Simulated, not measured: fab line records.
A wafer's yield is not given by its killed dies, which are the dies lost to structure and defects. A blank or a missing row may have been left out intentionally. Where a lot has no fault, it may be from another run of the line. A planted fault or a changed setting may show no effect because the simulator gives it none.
Lot-split experiment | flow n5 finfet | 7 lots, 21 wafers read, on a route of 1938 steps

ON THE SPLIT
At N5_BEOL_M12_PEB_08 (peb time 90 s), the setting peb temp c was moved away from the recipe's 130 C on 6 of the 21 wafers read, by -2.8% to +2.8%. For the rest of the wafers, this setting stayed at what the recipe calls for.

FROM THE SPLIT TO THE READING: what the file shows between them, 2 steps
- N5_BEOL_M12_DEVELOP_09: develop time 45 s
- N5_BEOL_M12_HARDBAKE_14: time 120 s

THE READING
cd nm, in nm, at N5_BEOL_M12_CD_MEAS_10 (target cd 140 nm). Typical for fault-free wafers on this fab line: 140.8 nm, with standard deviation 1.9 nm.

wafer  | tool, chamber at the split | peb temp c as run, C | against the recipe | cd nm, nm | against lot-mates on the recipe
L080.1 | litho track-03, 0          | 129                  | -0.8%              | 135.6     | -6.1
L080.4 | litho track-03, 0          | 129                  | -0.8%              | 135.9     | -5.8
L080.5 | litho track-03, 0          | 130                  | recipe             | 141.7     | -
L083.3 | litho track-02, 0          | 130                  | recipe             | 141.5     | -
L083.4 | litho track-02, 0          | 132.1                | +1.6%              | 144.2     | +3.5
L083.6 | litho track-02, 0          | 130                  | recipe             | 139.8     | -
L087.2 | litho track-02, 0          | 130                  | recipe             | 138.6     | -
L087.3 | litho track-02, 0          | 130                  | recipe             | 139.4     | -
L087.5 | litho track-02, 0          | 130                  | recipe             | 139.2     | -
L091.2 | litho track-05, 0          | 130                  | recipe             | 141.7     | -
L091.5 | litho track-05, 0          | 126.4                | -2.8%              | 126.6     | -15.2
L091.6 | litho track-05, 0          | 130                  | recipe             | 142.0     | -
L096.1 | litho track-02, 0          | 130                  | recipe             | 142.0     | -
L096.3 | litho track-02, 0          | 130                  | recipe             | 136.3     | -
L096.6 | litho track-02, 0          | 130                  | recipe             | 136.9     | -
L097.4 | litho track-02, 0          | 130                  | recipe             | 143.1     | -
L097.5 | litho track-02, 0          | 133.6                | +2.8%              | 149.5     | +7.4
L097.6 | litho track-02, 0          | 130                  | recipe             | 141.0     | -
L095.3 | litho track-02, 0          | 130                  | recipe             | 138.0     | -
L095.4 | litho track-02, 0          | 128.1                | -1.5%              | 131.9     | -7.2
L095.5 | litho track-02, 0          | 130                  | recipe             | 140.1     | -

THE FIT
A straight line over all 21 wafers: cd nm changes by +4.14 nm for each +1% of peb temp c; r = +0.91; the points scatter about the line by 2 nm.
The same after taking each lot's own level away (the mean of its wafers on the recipe; 21 wafers): +4.09 nm for each +1%; r = +0.92; scatter 1.9 nm.
The reading moves by 11 nm for the largest change in peb temp c, on that fit.
The lots' own levels span 138.40 to 142.05 nm, that is 1.9 times the standard deviation above.
Hence the lot-to-lot level has little effect on the slope; both slopes agree.
Check: for one of the wafers moved furthest among these (-2.8%), held out of the fit, the line's prediction against its lot-mates is -10.2 nm. It came out at -15.2 nm against them.

ADDITIONAL SPLITS CARRIED BY THESE WAFERS
Note: prior to the reading, these wafers also went through further splits. Each is held against what the fit with the lots' levels taken away leaves over:
other split on the same wafers | wafers away from the commonest value | r with cd nm (lot level and that fit taken away)
N5_BEOL_M11_COAT_60 spin rpm   | 7                                    | -0.08

THE FILE'S OWN FIT
cd nm changes by +4.03 nm for each +1% of peb temp c, r = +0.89.
